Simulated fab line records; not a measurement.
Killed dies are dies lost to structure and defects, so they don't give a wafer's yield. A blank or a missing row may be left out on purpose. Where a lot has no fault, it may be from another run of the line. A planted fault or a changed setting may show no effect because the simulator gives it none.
Chamber matching | flow nand-harc | NHARC_A_STAIRCASE_DEP_259 on pecvd-01: 3 sister chambers
The step deposits SiON, target thk 30 nm. 6 wafers are shown with their chamber, then 12 later ones without.

== WAFERS, EACH WITH ITS CHAMBER ==
wafer  | chamber | heater-power-w (W) | susceptor-temp-C (C)
L085.4 | 1       | 761                | 399.53
L086.1 | 0       | 967                | 400.14
L086.4 | 1       | 665                | 400.03
L088.1 | 2       | 690                | 400.33
L088.5 | 0       | 860                | 399.89
L088.6 | 2       | 700                | 399.97

== WAFERS WITH NO CHAMBER GIVEN ==
wafer  | heater-power-w (W) | susceptor-temp-C (C)
L089.1 | 674                | 400.17
L089.3 | 922                | 400.01
L089.6 | 933                | 399.77
L090.2 | 697                | 399.60
L090.5 | 683                | 400.02
L090.6 | 696                | 399.69
L092.2 | 662                | 399.84
L092.3 | 611                | 400.24
L092.5 | 611                | 400.43
L096.1 | 632                | 400.17
L096.3 | 737                | 400.39
L096.4 | 611                | 399.90

== CHAMBER TAKEN BY EACH ==
wafer  | from the rows above     | in truth
L089.1 | can't be placed: 2 or 1 | 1
L089.3 | 0                       | 0
L089.6 | 0                       | 0
L090.2 | can't be placed: 1 or 2 | 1
L090.5 | can't be placed: 2 or 1 | 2
L090.6 | can't be placed: 1 or 2 | 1
L092.2 | can't be placed: 1 or 2 | 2
L092.3 | can't be placed: 2 or 1 | 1
L092.5 | can't be placed: 2 or 1 | 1
L096.1 | can't be placed: 2 or 1 | 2
L096.3 | can't be placed: 2 or 1 | 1
L096.4 | can't be placed: 2 or 1 | 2
Correct placement for 2 of the 12. From these rows, 10 cannot be placed; in 10 the true chamber is one of the candidates. Placed wrongly: 0.
How it was worked out, from the rows above alone: a wafer's distance from a chamber is the root of the sum, over the readings, of the square of ((its reading less the chamber's mean) divided by the reading's scatter). The wafer belongs to the nearest chamber; if the next one is less than 2 further off, it can't be placed. Each chamber's mean is taken over the wafers shown for it. The scatter: take each reading less its chamber's mean, square it, sum over the shown wafers, divide by the number of wafers less the number of chambers, and take the root.
